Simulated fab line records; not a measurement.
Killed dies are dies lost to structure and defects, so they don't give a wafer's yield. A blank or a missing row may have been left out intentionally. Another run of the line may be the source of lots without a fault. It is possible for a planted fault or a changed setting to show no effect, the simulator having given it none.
Chamber matching / flow n5_finfet / N5_FIN_SAQP_SPACER1_ALD_24 on ald_sin-02: 4 sister chambers
The step deposits SiO2, target thk 20.3 nm, pulse time 1 s, purge time 2 s. 8 wafers are shown with their chamber, then 12 later ones without.

WAFERS PAIRED WITH THEIR CHAMBERS
wafer=L083.1; chamber=2; heater_power_w (W)=443; precursor_pulse_height_rel=0.974
wafer=L083.2; chamber=3; heater_power_w (W)=417; precursor_pulse_height_rel=0.998
wafer=L084.1; chamber=3; heater_power_w (W)=400; precursor_pulse_height_rel=0.976
wafer=L084.2; chamber=2; heater_power_w (W)=440; precursor_pulse_height_rel=0.994
wafer=L084.3; chamber=1; heater_power_w (W)=486; precursor_pulse_height_rel=1.009
wafer=L084.4; chamber=0; heater_power_w (W)=506; precursor_pulse_height_rel=0.983
wafer=L084.5; chamber=1; heater_power_w (W)=493; precursor_pulse_height_rel=0.986
wafer=L084.6; chamber=0; heater_power_w (W)=508; precursor_pulse_height_rel=1.016

WAFERS WITH NO CHAMBER GIVEN
wafer=L086.3; heater_power_w (W)=480; precursor_pulse_height_rel=1.039
wafer=L086.5; heater_power_w (W)=427; precursor_pulse_height_rel=1.022
wafer=L086.6; heater_power_w (W)=489; precursor_pulse_height_rel=1.014
wafer=L087.1; heater_power_w (W)=514; precursor_pulse_height_rel=0.989
wafer=L087.2; heater_power_w (W)=496; precursor_pulse_height_rel=0.969
wafer=L087.3; heater_power_w (W)=441; precursor_pulse_height_rel=1.037
wafer=L087.4; heater_power_w (W)=409; precursor_pulse_height_rel=1.007
wafer=L087.5; heater_power_w (W)=509; precursor_pulse_height_rel=1.016
wafer=L087.6; heater_power_w (W)=506; precursor_pulse_height_rel=1.011
wafer=L091.2; heater_power_w (W)=485; precursor_pulse_height_rel=1.008
wafer=L091.4; heater_power_w (W)=433; precursor_pulse_height_rel=0.990
wafer=L091.6; heater_power_w (W)=420; precursor_pulse_height_rel=0.984

WHICH CHAMBER EACH ONE RAN IN
wafer=L086.3; from the rows above=can't be placed: 1 or 0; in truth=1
wafer=L086.5; from the rows above=can't be placed: 2 or 3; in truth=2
wafer=L086.6; from the rows above=can't be placed: 1 or 0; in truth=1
wafer=L087.1; from the rows above=0; in truth=0
wafer=L087.2; from the rows above=can't be placed: 1 or 0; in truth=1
wafer=L087.3; from the rows above=2; in truth=2
wafer=L087.4; from the rows above=3; in truth=3
wafer=L087.5; from the rows above=0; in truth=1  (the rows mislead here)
wafer=L087.6; from the rows above=can't be placed: 0 or 1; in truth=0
wafer=L091.2; from the rows above=1; in truth=1
wafer=L091.4; from the rows above=2; in truth=2
wafer=L091.6; from the rows above=can't be placed: 3 or 2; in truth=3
Placed correctly: 5 of 12. Can't be placed from these rows: 6 (the true chamber is among the candidates in 6). Number placed wrongly: 1.
How it was worked out, from the rows above alone: a wafer's distance from a chamber is the root of the sum, over the readings, of the square of ((its reading less the chamber's mean) divided by the reading's scatter). The wafer belongs to the nearest chamber; if the next one is less than 2 further off, it can't be placed. The mean given for a chamber averages the wafers shown for that chamber. How the scatter is found: for the shown wafers, subtract from each reading the mean of its chamber, square and add these, divide the total by (wafers less chambers), then take the root.
